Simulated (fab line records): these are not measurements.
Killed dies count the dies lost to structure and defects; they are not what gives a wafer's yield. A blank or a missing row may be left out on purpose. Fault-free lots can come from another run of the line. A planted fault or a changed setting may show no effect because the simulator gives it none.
Chamber matching || flow n5-finfet || rie-diel-03 running N5_BEOL_M14_STRIP_37: 4 sister chambers
The step strips in O2. 4 wafers are shown with their chamber, then 9 later ones without.

## WAFERS PAIRED WITH THEIR CHAMBERS
{"wafer": "L083.5", "chamber": 3, "showerhead-plenum-p-Torr (Torr)": 2.20}
{"wafer": "L083.6", "chamber": 2, "showerhead-plenum-p-Torr (Torr)": 1.99}
{"wafer": "L085.5", "chamber": 0, "showerhead-plenum-p-Torr (Torr)": 2.12}
{"wafer": "L085.6", "chamber": 1, "showerhead-plenum-p-Torr (Torr)": 2.09}

## WAFERS WHOSE CHAMBER IS MISSING
{"wafer": "L092.1", "showerhead-plenum-p-Torr (Torr)": 1.99}
{"wafer": "L092.2", "showerhead-plenum-p-Torr (Torr)": 2.20}
{"wafer": "L092.3", "showerhead-plenum-p-Torr (Torr)": 2.08}
{"wafer": "L095.1", "showerhead-plenum-p-Torr (Torr)": 2.20}
{"wafer": "L095.2", "showerhead-plenum-p-Torr (Torr)": 2.12}
{"wafer": "L095.3", "showerhead-plenum-p-Torr (Torr)": 2.08}
{"wafer": "L096.2", "showerhead-plenum-p-Torr (Torr)": 2.08}
{"wafer": "L096.3", "showerhead-plenum-p-Torr (Torr)": 2.12}
{"wafer": "L096.4", "showerhead-plenum-p-Torr (Torr)": 2.20}

## WHICH CHAMBER EACH ONE RAN IN
{"wafer": "L092.1", "from the rows above": 2, "in truth": 2}
{"wafer": "L092.2", "from the rows above": 3, "in truth": 3}
{"wafer": "L092.3", "from the rows above": 1, "in truth": 1}
{"wafer": "L095.1", "from the rows above": 3, "in truth": 3}
{"wafer": "L095.2", "from the rows above": 0, "in truth": 0}
{"wafer": "L095.3", "from the rows above": 1, "in truth": 1}
{"wafer": "L096.2", "from the rows above": 1, "in truth": 1}
{"wafer": "L096.3", "from the rows above": 0, "in truth": 0}
{"wafer": "L096.4", "from the rows above": 3, "in truth": 3}
9 of 9 placed correctly. Left unplaced by these rows: 0. Number placed wrongly: 0.
How it was worked out, from the rows above alone: a wafer's distance from a chamber is the root of the sum, over the readings, of the square of ((its reading less the chamber's mean) divided by the reading's scatter). If the next closest chamber is less than 2 further off than the closest, the wafer can't be placed; otherwise it belongs to the closest. For every chamber, the mean is computed from those of its wafers that are shown. The scatter (one wafer shown for each chamber): square how far every hidden wafer sits from the nearest shown wafer, average those squares and take the square root.
